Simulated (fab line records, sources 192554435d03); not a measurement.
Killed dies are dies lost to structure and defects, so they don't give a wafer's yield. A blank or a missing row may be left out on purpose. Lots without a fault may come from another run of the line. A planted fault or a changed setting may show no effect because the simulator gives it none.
Chamber matching | flow n5_finfet | N5_BEOL_M5_PECVD_70 on pecvd-02: 3 sister chambers
The step deposits SiO2 from TEOS/O2, target thk 16 nm, time 18 s. 6 wafers are shown with their chamber, then 9 later ones without.

WAFERS WITH THEIR CHAMBER
wafer  | chamber | throttle_valve_pct (%) | heater_power_w (W)
L083.4 | 0       | 22.4                   | 625
L085.5 | 2       | 19.6                   | 857
L085.6 | 1       | 23.0                   | 669
L086.1 | 2       | 19.9                   | 821
L086.2 | 0       | 22.5                   | 586
L086.4 | 1       | 23.1                   | 692

WAFERS WITHOUT THEIR CHAMBER
wafer  | throttle_valve_pct (%) | heater_power_w (W)
L089.1 | 22.3                   | 536
L089.3 | 19.8                   | 917
L089.4 | 20.3                   | 902
L091.1 | 22.3                   | 497
L091.4 | 22.3                   | 497
L091.5 | 20.1                   | 785
L097.1 | 23.0                   | 585
L097.2 | 22.3                   | 589
L097.3 | 19.9                   | 859

WHICH CHAMBER EACH WENT THROUGH
wafer  | from the rows above     | in truth
L089.1 | 0                       | 0
L089.3 | 2                       | 2
L089.4 | 2                       | 2
L091.1 | 0                       | 0
L091.4 | 0                       | 0
L091.5 | 2                       | 2
L097.1 | can't be placed: 1 or 0 | 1
L097.2 | 0                       | 0
L097.3 | 2                       | 2
Placed correctly: 8 of 9. Can't be placed from these rows: 1 (the true chamber is among the candidates in 1). Placed wrongly: 0.
How it was worked out, from the rows above alone: a wafer's distance from a chamber is the root of the sum, over the readings, of the square of ((its reading less the chamber's mean) divided by the reading's scatter). The wafer belongs to the nearest chamber; if the next one is less than 2 further off, it can't be placed. A chamber's mean is the mean of its shown wafers. The scatter: the root of (the sum of the squares of (reading less its chamber's mean) over the shown wafers, divided by (wafers less chambers)).
